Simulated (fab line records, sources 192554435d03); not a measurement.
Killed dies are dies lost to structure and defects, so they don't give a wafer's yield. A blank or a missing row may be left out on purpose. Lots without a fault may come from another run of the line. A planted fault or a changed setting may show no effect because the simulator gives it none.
Chamber matching | flow n5_finfet | N5_DUMMY_GATE_ETCH_32 on rie_si-03: 4 sister chambers
The step etches SiO2 in CF4, target depth 3.5 nm, time 3.9 s. 16 wafers are shown with their chamber, then 8 later ones without.

WAFERS WITH THEIR CHAMBER
wafer  | chamber | throttle_valve_pct (%) | drypump_motor_current_A (A) | oes_product_au (a.u.)
L077.1 | 0       | 22.00                  | 6.2                         | 0.980
L077.2 | 2       | 22.19                  | 4.9                         | 1.025
L077.4 | 1       | 22.27                  | 5.1                         | 1.003
L078.1 | 2       | 22.19                  | 4.9                         | 1.025
L078.2 | 0       | 21.99                  | 6.3                         | 0.979
L078.6 | 1       | 22.26                  | 5.1                         | 1.020
L081.1 | 2       | 22.19                  | 4.9                         | 1.019
L081.3 | 3       | 21.86                  | 5.7                         | 0.959
L081.6 | 0       | 22.00                  | 6.2                         | 0.983
L082.2 | 1       | 22.26                  | 5.1                         | 1.009
L082.3 | 3       | 21.88                  | 5.8                         | 0.955
L082.6 | 1       | 22.24                  | 5.1                         | 1.002
L084.1 | 3       | 21.88                  | 5.7                         | 0.960
L084.2 | 1       | 22.26                  | 5.1                         | 1.005
L084.5 | 3       | 21.87                  | 5.8                         | 0.956
L085.2 | 1       | 22.26                  | 5.1                         | 0.998

SIGNATURES (means of the wafers above)
reading                 | chamber 0 | chamber 1 | chamber 2 | chamber 3 | scatter within a chamber
throttle_valve_pct      | 21.9967   | 22.2583   | 22.1900   | 21.8725   | 0.00829
drypump_motor_current_A | 6.233     | 5.100     | 4.900     | 5.750     | 0.0373
oes_product_au          | 0.98067   | 1.00617   | 1.02300   | 0.95750   | 0.00536
Rule: a wafer's distance from a chamber is the root of the sum, over the readings, of the square of ((its reading less the chamber's mean) divided by the reading's scatter). The wafer belongs to the nearest chamber; if the next one is less than 2 further off, it can't be placed. The scatter: the root of (the sum of the squares of (reading less its chamber's mean) over the shown wafers, divided by (wafers less chambers)).

WAFERS WITHOUT THEIR CHAMBER
wafer  | throttle_valve_pct (%) | drypump_motor_current_A (A) | oes_product_au (a.u.)
L085.5 | 21.88                  | 5.7                         | 0.947
L085.6 | 22.16                  | 4.9                         | 1.011
L091.4 | 22.24                  | 5.1                         | 1.004
L091.5 | 22.18                  | 4.9                         | 1.010
L091.6 | 21.86                  | 5.7                         | 0.953
L096.1 | 21.86                  | 5.7                         | 0.952
L096.4 | 22.26                  | 5.0                         | 1.003
L096.5 | 22.00                  | 6.2                         | 0.974

WHICH CHAMBER EACH WENT THROUGH
wafer  | from the rows above | in truth
L085.5 | 3                   | 3
L085.6 | 2                   | 2
L091.4 | 1                   | 1
L091.5 | 2                   | 2
L091.6 | 3                   | 3
L096.1 | 3                   | 3
L096.4 | 1                   | 1
L096.5 | 0                   | 0
Placed correctly: 8 of 8. Can't be placed from these rows: 0. Placed wrongly: 0.
